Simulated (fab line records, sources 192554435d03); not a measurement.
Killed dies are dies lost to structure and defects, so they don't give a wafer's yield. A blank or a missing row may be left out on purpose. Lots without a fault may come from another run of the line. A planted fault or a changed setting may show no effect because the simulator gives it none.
fab line records | flow n5_finfet | part 2 of 2: steps 4 to 6 of 6
record lots=22 wafers=66 last_day=21
route steps=1938 shown BEOL_M5@1131
lots that met no fault: from a run of the same line without faults
start_h: hours from the record's first day to the start of the lot's first wafer shown | wait_h: hours since the lot's step before | " the same as in the row above | L1.1+2: a row that stands for several wafers | - no value, or no start given | * or withheld: withheld | < > ~ a bound
route shown NAME@n: a module of which the file shows steps, and the number in the route of the first | usual: mean/standard deviation of fault-free wafers | same: alike in all rows | chamber/n: place in a boat | sites: the reading at each site | _std_site: their standard deviation | _edge_site: outer sites' mean less inner sites' | radius_mm: how far each site lies from the wafer's centre | mask NAME#n: copy n | behind: the tool/chamber that last shaped the wafer | hold: why the lot was held/for how many hours/how that ended | device: the transistor (n, p or np) that didn't switch | end of line: the same wafers' tests at the end of the route | a step without rows: its recipe alone | killed: dies lost to structure and defects at the first sort, not the wafer's yield | map: a wafer's dies, x killed, . not, _ none there
set.NAME: the setting as run; set.NAME@STEP: as run at that earlier step | model.NAME: the simulator's own value behind a step, which no gauge read
steps of the route over a sample of lots; a table a step, a row a wafer
services: from which hour (start_h, from the record's first day; less than 0 if before it) a tool's chamber was out of use, for how many hours, and why
## steps
# step N5_BEOL_M5_STRIP_91
# recipe chemistry=N2/H2 time_s=10 power_w=450 temp_c=40 pressure_mtorr=20 rf_frequency_hz=6e+07 bias_power_w=7 n2_flow_sccm=200 h2_flow_sccm=200
# usual drypump_motor_current_A=5.7/0.4 n2_flow_sccm=200.1/0.6 oes_product_au=0.79/0.087 rf_vpp_V=59.2/0.86 showerhead_plenum_p_Torr=2.52/0.1 throttle_valve_pct=23.5/0.35
# columns lot.wafer tool chamber start_h wait_h drypump_motor_current_A n2_flow_sccm oes_product_au rf_hours_counter_h rf_vpp_V showerhead_plenum_p_Torr throttle_valve_pct
L076.2 rie_diel-06 1 - - 5.6 200.1 0.75 163 58.7 2.40 23.8
L076.5 " 0 " " 5.7 199.6 0.92 - 59.4 2.47 23.0
L076.6 " 1 " " 5.6 201.0 0.75 - 58.5 2.40 23.8
L074.3 rie_diel-02 0 - - 5.8 199.6 0.80 101 58.6 2.43 23.5
L074.4 " 1 " " 4.8 199.6 0.75 176 58.5 2.52 24.1
L074.5 " 2 " " 5.8 200.0 0.68 - 57.7 2.42 23.8
L075.1 rie_diel-06 3 - - 5.4 200.3 0.92 23 60.3 2.71 24.1
L075.4 " 2 " " 5.8 198.7 0.69 201 59.8 2.62 23.2
L075.5 " 2 " " 5.8 199.8 0.70 - 60.3 2.62 23.2
L077.2 rie_diel-02 0 - - 5.8 199.9 0.80 104 59.3 2.43 23.4
L077.3 " 1 " " 4.8 200.1 0.74 178 60.9 2.52 24.0
L077.6 " 1 " " 4.8 200.4 0.76 - 58.8 2.52 24.0
L078.1 rie_diel-03 3 - - 6.4 200.0 0.72 160 58.8 2.52 23.2
L078.4 " 2 " " 6.0 200.2 0.68 - 58.6 2.40 23.4
L078.6 " 0 " " 5.2 199.9 0.90 - 58.1 2.48 23.3
L079.2 rie_diel-03 3 - - 6.5 199.4 0.71 160 59.7 2.52 23.2
L079.3 " 0 " " 5.2 200.3 0.90 20 60.5 2.48 23.3
L079.4 " 0 " " 5.2 200.1 0.90 - 58.8 2.48 23.3
L081.1 rie_diel-02 0 - - 5.8 199.7 0.79 109 59.4 2.43 23.5
L081.2 " 2 " " 5.8 199.7 0.67 222 59.6 2.42 23.9
L081.6 " 2 " " 5.8 199.2 0.68 - 56.8 2.42 23.8
L080.2 rie_diel-06 0 - - 5.8 199.6 0.90 44 59.7 2.47 23.0
L080.4 " 2 " " 5.8 200.3 0.69 210 60.4 2.62 23.2
L080.5 " 3 " " 5.4 199.6 0.90 - 59.5 2.71 24.1
L083.1 rie_diel-02 1 - - 4.9 200.7 0.74 188 60.3 2.51 24.0
L083.2 " 2 " " 5.9 200.8 0.67 225 59.0 2.42 23.8
L083.5 " 1 " " 4.8 199.6 0.73 - 59.3 2.51 24.0
L082.1 rie_diel-03 0 - - 5.2 199.9 0.87 29 58.9 2.47 23.4
L082.3 " 3 " " 6.5 200.3 0.71 170 60.2 2.52 23.2
L082.6 " 0 " " 5.2 199.8 0.89 - 59.5 2.47 23.3
L085.2 rie_diel-06 0 - - 5.7 200.3 0.90 47 59.2 2.47 23.0
L085.3 " 1 " " 5.6 200.0 0.74 176 59.2 2.40 23.8
L085.6 " 1 " " 5.6 199.5 0.75 - 59.5 2.40 23.8
L084.1 rie_diel-02 2 - - 5.8 200.0 0.67 230 57.9 2.42 23.9
L084.3 " 3 " " 5.4 200.7 0.78 82 58.0 2.67 23.4
L084.5 " 2 " " 5.9 201.3 0.67 - 57.9 2.42 23.9
L086.3 rie_diel-03 3 - - 6.5 200.3 0.71 175 59.1 2.52 23.3
L086.5 " 3 " " 6.5 200.0 0.70 - 59.5 2.52 23.3
L086.6 " 0 " " 5.2 200.0 0.88 - 59.0 2.47 23.4
L089.1 rie_diel-02 3 - - 5.4 200.7 0.78 91 58.8 2.67 23.4
L089.2 " 0 " " 5.8 199.6 0.78 123 58.1 2.42 23.5
L089.5 " 2 " " 5.9 201.8 0.67 - 58.8 2.41 23.9
L088.1 rie_diel-06 0 - - 5.7 199.5 0.87 61 58.7 2.46 23.0
L088.5 " 1 " " 5.7 200.6 0.73 - 58.9 2.39 23.8
L088.6 " 0 " " 5.7 200.0 0.88 - 58.5 2.46 23.0
L092.3 rie_diel-03 3 - - 6.5 199.3 0.71 186 58.9 2.51 23.3
L092.5 " 3 " " 6.5 199.7 0.70 - 59.0 2.51 23.3
L092.6 " 1 " " 5.9 200.3 0.92 - 58.7 2.59 23.3
L090.2 rie_diel-06 0 - - 5.7 200.1 0.87 64 58.2 2.46 23.0
L090.3 " 1 " " 5.6 200.1 0.73 193 57.8 2.39 23.9
L090.6 " 1 " " 5.6 199.5 0.73 - 58.9 2.39 23.9
L093.1 rie_diel-03 0 - - 5.3 200.4 0.85 53 59.4 2.46 23.4
L093.3 " 3 " " 6.4 200.4 0.70 194 60.2 2.51 23.3
L093.6 " 0 " " 5.3 200.5 0.84 - 59.3 2.46 23.4
L094.1 rie_diel-02 3 - - 5.4 200.7 0.76 108 59.2 2.66 23.4
L094.3 " 1 " " 4.8 201.1 0.73 207 59.0 2.51 24.1
L094.4 " 1 " " 4.9 200.1 0.73 - 58.7 2.51 24.1
L095.1 rie_diel-06 2 - - 5.8 200.0 0.68 231 60.7 2.61 23.2
L095.3 " 1 " " 5.7 200.6 0.72 201 59.9 2.39 23.9
L095.6 " 2 " " 5.8 199.3 0.68 - 59.4 2.61 23.2
L096.1 rie_diel-06 1 - - 5.6 199.9 0.72 202 58.9 2.39 23.9
L096.5 " 1 " " 5.6 200.0 0.71 - 58.9 2.39 23.9
L096.6 " 0 " " 5.7 199.1 0.87 - 58.1 2.46 23.0
L097.2 rie_diel-03 3 - - 6.5 200.3 0.68 201 59.4 2.51 23.3
L097.3 " 1 " " 5.9 201.9 0.87 37 59.5 2.59 23.3
L097.6 " 2 " " 6.0 200.8 0.94 - 60.2 2.71 23.0
# step N5_BEOL_M5_DEGAS_44
# recipe ambient=vacuum temp_c=250 time_s=60
# usual heater_power_w=330/42
# columns lot.wafer tool chamber start_h wait_h heater_power_w
L076.2 pvd_sputter-03 - 272.63 0.9 392
L076.5 " - " " 322
L076.6 " - " " 310
L074.3 pvd_sputter-01 - 277.41 0.3 403
L074.4 " - " " 306
L074.5 " - " " 310
L075.1 pvd_sputter-03 - 281.88 0.5 310
L075.4 " - " " 348
L075.5 " - " " 410
L077.2 pvd_sputter-01 - 286.50 0.6 277
L077.3 " - " " 307
L077.6 " - " " 315
L078.1 pvd_sputter-01 - 286.58 0.6 403
L078.4 " - " " 304
L078.6 " - " " 284
L079.2 pvd_sputter-03 - 286.60 0.2 394
L079.3 " - " " 347
L079.4 " - " " 309
L081.1 pvd_sputter-02 - 305.19 0.5 303
L081.2 " - " " 310
L081.6 " - " " 272
L080.2 pvd_sputter-01 - 312.80 0.3 304
L080.4 " - " " 404
L080.5 " - " " 305
L083.1 pvd_sputter-02 - 316.30 0.3 270
L083.2 " - " " 395
L083.5 " - " " 308
L082.1 pvd_sputter-02 - 316.61 0.5 272
L082.3 " - " " 315
L082.6 " - " " 410
L085.2 pvd_sputter-01 - 323.01 0.8 277
L085.3 " - " " 312
L085.6 " - " " 279
L084.1 pvd_sputter-03 - 330.01 1.1 314
L084.3 " - " " 305
L084.5 " - " " 308
L086.3 pvd_sputter-03 - 333.35 0.6 300
L086.5 " - " " 306
L086.6 " - " " 397
L089.1 pvd_sputter-03 - 350.98 0.3 405
L089.2 " - " " 317
L089.5 " - " " 314
L088.1 pvd_sputter-02 - 360.11 0.5 412
L088.5 " - " " 315
L088.6 " - " " 280
L092.3 pvd_sputter-03 - 366.93 0.5 357
L092.5 " - " " 310
L092.6 " - " " 308
L090.2 pvd_sputter-03 - 367.87 0.5 305
L090.3 " - " " 353
L090.6 " - " " 311
L093.1 pvd_sputter-03 - 385.15 0.5 347
L093.3 " - " " 313
L093.6 " - " " 304
L094.1 pvd_sputter-03 - 392.01 0.4 345
L094.3 " - " " 311
L094.4 " - " " 310
L095.1 pvd_sputter-01 - 392.24 0.3 310
L095.3 " - " " 402
L095.6 " - " " 296
L096.1 pvd_sputter-01 - 396.94 0.9 406
L096.5 " - " " 276
L096.6 " - " " 310
L097.2 pvd_sputter-01 - 408.07 0.3 316
L097.3 " - " " 307
L097.6 " - " " 280
# step N5_BEOL_M5_SURFACE_TREAT_87
# recipe gas=Ar time_s=* ion_energy_ev=* ion_current_ma_cm2=0.5 pressure_mtorr=* ar_flow_sccm=30
# usual throttle_valve_pct=*
# columns lot.wafer tool chamber start_h wait_h throttle_valve_pct
L076.2 pvd_sputter-02 - 273.09 0.3 *
L076.5 " - " " *
L076.6 " - " " *
L074.3 pvd_sputter-01 - 277.81 0.1 *
L074.4 " - " " *
L074.5 " - " " *
L075.1 pvd_sputter-03 - 282.32 0.2 *
L075.4 " - " " *
L075.5 " - " " *
L077.2 pvd_sputter-01 - 286.85 0.1 *
L077.3 " - " " *
L077.6 " - " " *
L078.1 pvd_sputter-01 - 286.97 0.2 *
L078.4 " - " " *
L078.6 " - " " *
L079.2 pvd_sputter-03 - 287.12 0.2 *
L079.3 " - " " *
L079.4 " - " " *
L081.1 pvd_sputter-02 - 305.73 0.3 *
L081.2 " - " " *
L081.6 " - " " *
L080.2 pvd_sputter-03 - 313.36 0.4 *
L080.4 " - " " *
L080.5 " - " " *
L083.1 pvd_sputter-02 - 316.69 0.2 *
L083.2 " - " " *
L083.5 " - " " *
L082.1 pvd_sputter-01 - 318.31 1.5 *
L082.3 " - " " *
L082.6 " - " " *
L085.2 pvd_sputter-01 - 323.41 0.2 *
L085.3 " - " " *
L085.6 " - " " *
L084.1 pvd_sputter-02 - 330.44 0.2 *
L084.3 " - " " *
L084.5 " - " " *
L086.3 pvd_sputter-02 - 333.81 0.2 *
L086.5 " - " " *
L086.6 " - " " *
L089.1 pvd_sputter-02 - 351.45 0.2 *
L089.2 " - " " *
L089.5 " - " " *
L088.1 pvd_sputter-02 - 360.63 0.3 *
L088.5 " - " " *
L088.6 " - " " *
L092.3 pvd_sputter-03 - 367.35 0.2 *
L092.5 " - " " *
L092.6 " - " " *
L090.2 pvd_sputter-01 - 368.49 0.2 *
L090.3 " - " " *
L090.6 " - " " *
L093.1 pvd_sputter-03 - 385.49 0.1 *
L093.3 " - " " *
L093.6 " - " " *
L094.1 pvd_sputter-03 - 392.63 0.4 *
L094.3 " - " " *
L094.4 " - " " *
L095.1 pvd_sputter-03 - 392.81 0.4 *
L095.3 " - " " *
L095.6 " - " " *
L096.1 pvd_sputter-01 - 397.44 0.2 *
L096.5 " - " " *
L096.6 " - " " *
L097.2 pvd_sputter-03 - 408.89 0.6 *
L097.3 " - " " *
L097.6 " - " " *
## services
# columns tool chamber start_h hours kind
pvd_sputter-02 - 256.23 2.3 repair
rie_diel-02 2 261.12 1.7 repair
rie_diel-03 3 264.21 16.9 repair
rie_diel-03 0 266.87 9.2 repair
rie_diel-03 1 281.66 - clean
rie_diel-03 1 281.66 - consumable_replace:focus_ring
rie_diel-03 1 281.66 15.9 scheduled_down
rie_diel-03 1 281.66 15.9 vent_cycle
rie_diel-02 2 283.39 7.7 repair
rie_diel-06 2 340.34 7.7 repair
rie_diel-02 1 357.58 23.7 repair
rie_diel-02 - 358.10 0.8 repair
rie_diel-03 2 363.34 - clean
rie_diel-03 2 363.34 - consumable_replace:focus_ring
rie_diel-03 2 363.34 - consumable_replace:showerhead
rie_diel-03 2 363.34 22.2 scheduled_down
rie_diel-03 2 363.34 22.2 vent_cycle
rie_diel-02 2 383.25 - clean
rie_diel-02 2 383.25 - consumable_replace:focus_ring
rie_diel-02 2 383.25 - consumable_replace:showerhead
rie_diel-02 2 383.25 17.0 scheduled_down
rie_diel-02 2 383.25 17.0 vent_cycle
